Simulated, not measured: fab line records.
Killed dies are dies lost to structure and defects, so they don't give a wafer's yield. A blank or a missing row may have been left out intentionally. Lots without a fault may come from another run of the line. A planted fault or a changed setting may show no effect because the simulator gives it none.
Which tool did it? | flow nand harc | 13 lots, 39 wafers sampled, at 6 steps of a route of 1302

WHAT THE GAUGES READ, wafer by wafer
NHARC_A_BONDPAD_OVL_MEAS_35.
lot  | measured     | on         | overlay x nm (nm) | overlay y nm (nm)
L805 | day 23 10:32 | overlay-01 | 1 1 1             | 0 0 0
L804 | day 23 18:25 | overlay-01 | -1 -1 -1          | 0 0 0
L812 | day 26 04:53 | overlay-02 | 1 1 2             | 2 3 2
L811 | day 26 08:51 | overlay-01 | 5 4 5             | 4 5 4
L817 | day 28 16:08 | overlay-01 | -5 -5 -5          | 4 4 4
L820 | day 29 22:07 | overlay-01 | -3 -3 -3          | 4 4 4
L818 | day 30 03:53 | overlay-02 | -3 -4 -3          | -5 -5 -6
L819 | day 30 05:01 | overlay-01 | -7 -6 -7          | -9 -9 -8
L822 | day 30 22:37 | overlay-01 | -6 -7 -6          | 7 6 7
L824 | day 31 02:46 | overlay-01 | -2 -3 -2          | -7 -8 -7
L826 | day 31 08:11 | overlay-01 | 4 5 4             | -3 -3 -3
L825 | day 31 12:04 | overlay-01 | -4 -3 -3          | 6 5 5
L827 | day 32 18:16 | overlay-01 | 1 2 1             | -7 -7 -6

NHARC_A_BONDPAD_THK_MEAS_20: measures by xrf.
lot  | measured     | on            | thk nm (nm)
L805 | day 23 13:00 | film metro-01 | 168.9 168.8 168.9
L804 | day 23 20:53 | film metro-02 | 166.1 168.9 169.2
L812 | day 26 07:22 | film metro-01 | 30.3 28.8 29.8 29.1 30.1 29.3
L811 | day 26 11:23 | film metro-02 | 29.8 29.7 32.3 28.4 30.8 29.1
L817 | day 28 18:36 | film metro-01 | 166.6 168.5 166.8
L820 | day 30 00:42 | film metro-01 | 170.5 169.7 168.8
L818 | day 30 06:34 | film metro-02 | 170.5 170.8 170.0
L819 | day 30 07:35 | film metro-01 | 169.5 168.6 169.2
L822 | day 31 01:32 | film metro-01 | 168.6 166.3 166.7
L824 | day 31 05:16 | film metro-01 | 170.8 170.4 168.4
L826 | day 31 10:41 | film metro-02 | 169.9 168.9 170.0
L825 | day 31 14:32 | film metro-01 | 171.5 168.9 169.5
L827 | day 32 20:49 | film metro-01 | 171.8 170.9 170.1

NHARC_A_BONDPAD_INSPECT_23.
lot  | measured     | on                | raw defect count
L805 | day 23 13:12 | defect inspect-02 | 529 408 764
L804 | day 23 21:05 | defect inspect-01 | 622 615 681
L817 | day 28 18:50 | defect inspect-01 | 397 496 361
L820 | day 30 00:54 | defect inspect-02 | 609 549 660
L818 | day 30 06:47 | defect inspect-01 | 431 680 600
L819 | day 30 07:47 | defect inspect-02 | 693 619 592
L822 | day 31 01:44 | defect inspect-02 | 502 614 689
L824 | day 31 05:29 | defect inspect-01 | 613 587 530
L826 | day 31 10:54 | defect inspect-02 | 446 549 845
L825 | day 31 14:45 | defect inspect-02 | 476 492 585
L827 | day 32 21:01 | defect inspect-01 | 498 551 452

NHARC_END_SORT_01.
lot  | measured     | on        | defect limited yield (%) | killed at array | killed at other | killed at periphery | killed dies | killed open | killed short | sort_bin_2_pct (%) | sort_bin_3_pct (%) | sort_bin_4_pct (%) | sort n pass | sort rim yield pct (%) | sort yield pct (%)
L804 | day 25 11:07 | prober-01 | 94.1 92.5 96.0           | 39 48 26        | 0 0 0           | 1 3 1               | 40 51 27    | 2 4 1       | 3 2 2        | 3.5 2.2 1.6        | 0.6 0.4 0.1        | 1.8 4.9 2.2        | 637 626 650 | 94 93 99               | 94.1 92.5 96.0
L817 | day 30 00:25 | prober-02 | 97.5 94.5 95.4           | 16 32 29        | 0 1 0           | 1 4 2               | 17 37 31    | 3 8 1       | 0 0 2        | 0.6 1.9 1.0        | 0.1 0.1 0.6        | 1.8 3.4 3.0        | 660 640 646 | 99 93 97               | 97.5 94.5 95.4
L827 | day 34 04:11 | prober-01 | 90.1 90.7 90.0           | 64 60 65        | 0 2 1           | 3 1 2               | 67 63 68    | 3 1 3       | 3 3 2        | 3.0 3.0 4.6        | 0.3 0.7 1.6        | 6.6 5.6 3.8        | 610 614 609 | 93 91 90               | 90.1 90.7 90.0

TOOL THAT RAN EACH LOT (tool first, then ch and the chambers of the sampled wafers, then the start)
lot  | NHARC_A_BONDPAD_PVD_17                  | NHARC_A_BONDPAD_ECD_18
L805 | pvd sputter-01, day 23 12:01 or earlier | ecd cu-02 ch 0,1, day 23 12:01
L804 | pvd sputter-01, day 23 19:56 or earlier | ecd cu-02 ch 0,1, day 23 19:56
L812 | pvd sputter-01, day 26 06:22 or earlier | ecd cu-01 ch 0,1, day 26 06:22
L811 | pvd sputter-03, day 26 10:20 or earlier | ecd cu-02 ch 0,1, day 26 10:20
L817 | pvd sputter-01, day 28 17:43 or earlier | ecd cu-02 ch 0,1, day 28 17:43
L820 | pvd sputter-02, day 29 23:40 or earlier | ecd cu-02 ch 0,1, day 29 23:40
L818 | pvd sputter-01, day 30 05:31 or earlier | ecd cu-01 ch 0,1, day 30 05:31
L819 | pvd sputter-02, day 30 06:30 or earlier | ecd cu-02 ch 0,1, day 30 06:30
L822 | pvd sputter-01, day 31 00:35 or earlier | ecd cu-01 ch 0,1, day 31 00:35
L824 | pvd sputter-01, day 31 04:11 or earlier | ecd cu-02 ch 0,1, day 31 04:11
L826 | pvd sputter-01, day 31 09:38 or earlier | ecd cu-01 ch 0,1, day 31 09:38
L825 | pvd sputter-03, day 31 13:32 or earlier | ecd cu-02 ch 0,1, day 31 13:32
L827 | pvd sputter-03, day 32 19:52 or earlier | ecd cu-02 ch 0,1, day 32 19:52
- NHARC_A_BONDPAD_PVD_17: deposits TaN, target thk 5 nm, time 8.06 s.
- NHARC_A_BONDPAD_ECD_18: material Cu, target thk 400 nm.

WHAT THE TOOLS THEMSELVES READ (means of the sampled wafers that have a number; where no wafer has one, the mark that the record gives instead)
NHARC_A_BONDPAD_PVD_17.
lot  | tool           | throttle valve pct (%)
L805 | pvd sputter-01 | 30.2
L804 | pvd sputter-01 | 30.2
L812 | pvd sputter-01 | 31.2
L811 | pvd sputter-03 | 29.8
L817 | pvd sputter-01 | 31.3
L820 | pvd sputter-02 | 31.1
L818 | pvd sputter-01 | 30.7
L819 | pvd sputter-02 | 30.4
L822 | pvd sputter-01 | 30.0
L824 | pvd sputter-01 | 30.5
L826 | pvd sputter-01 | 31.5
L825 | pvd sputter-03 | 30.2
L827 | pvd sputter-03 | 30.2

NHARC_A_BONDPAD_ECD_18.
lot  | tool      | bath heat duty pct (%) | bath temp c (C)
L805 | ecd cu-02 | 7.0                    | 24.86
L804 | ecd cu-02 | 6.9                    | 25.00
L812 | ecd cu-01 | -                      | -
L811 | ecd cu-02 | -                      | -
L817 | ecd cu-02 | 7.7                    | 24.98
L820 | ecd cu-02 | 7.4                    | 25.05
L818 | ecd cu-01 | 6.1                    | 24.93
L819 | ecd cu-02 | 6.9                    | 24.97
L822 | ecd cu-01 | 5.6                    | 24.98
L824 | ecd cu-02 | 7.1                    | 24.95
L826 | ecd cu-01 | 6.3                    | 24.99
L825 | ecd cu-02 | 7.5                    | 25.04
L827 | ecd cu-02 | 7.0                    | 25.04

THE ANSWER, worked out from the rows above alone
Rule: what is usual is taken from the lots themselves. The widest of any qualifying gaps counts: lots, ordered by their means at a reading, are off when they make up no more than a third of the lots, leave a main group of 4 or more, and stand apart from it by 3 or more times the standard deviation of that group's means. A main group whose means are all the same, to the digits that the tables above print for the reading, isn't used. A lot without any number at a reading at which 4 lots or more have one is off too. Any other lot the step has rows for is counted as sound. Order of review: gauges by route order, followed by the tools' own readings, for which a lot's mean as printed above is used. At the first step where some lot is off, the reading lying furthest off is the one used; lots without a number count as furthest.
Off, at NHARC_A_BONDPAD_THK_MEAS_20 on thk nm: L812, L811. For the main group the mean is 169.2 nm and the standard deviation 1.2.
If a tool, at a process step before that reading, ran all the lots that are off and no sound lot after the first of them, it fits. Not tried: the gauges at NHARC_A_BONDPAD_THK_MEAS_20; whatever is off there is also off at NHARC_A_BONDPAD_ECD_18, on other tools, and gauge error can't account for it. With no start given for some of its lots, NHARC_A_BONDPAD_PVD_17 uses the hours and lot order of NHARC_A_BONDPAD_ECD_18. None of those tried fits.

WHAT HAD BEEN PUT IN BY THE SIMULATOR
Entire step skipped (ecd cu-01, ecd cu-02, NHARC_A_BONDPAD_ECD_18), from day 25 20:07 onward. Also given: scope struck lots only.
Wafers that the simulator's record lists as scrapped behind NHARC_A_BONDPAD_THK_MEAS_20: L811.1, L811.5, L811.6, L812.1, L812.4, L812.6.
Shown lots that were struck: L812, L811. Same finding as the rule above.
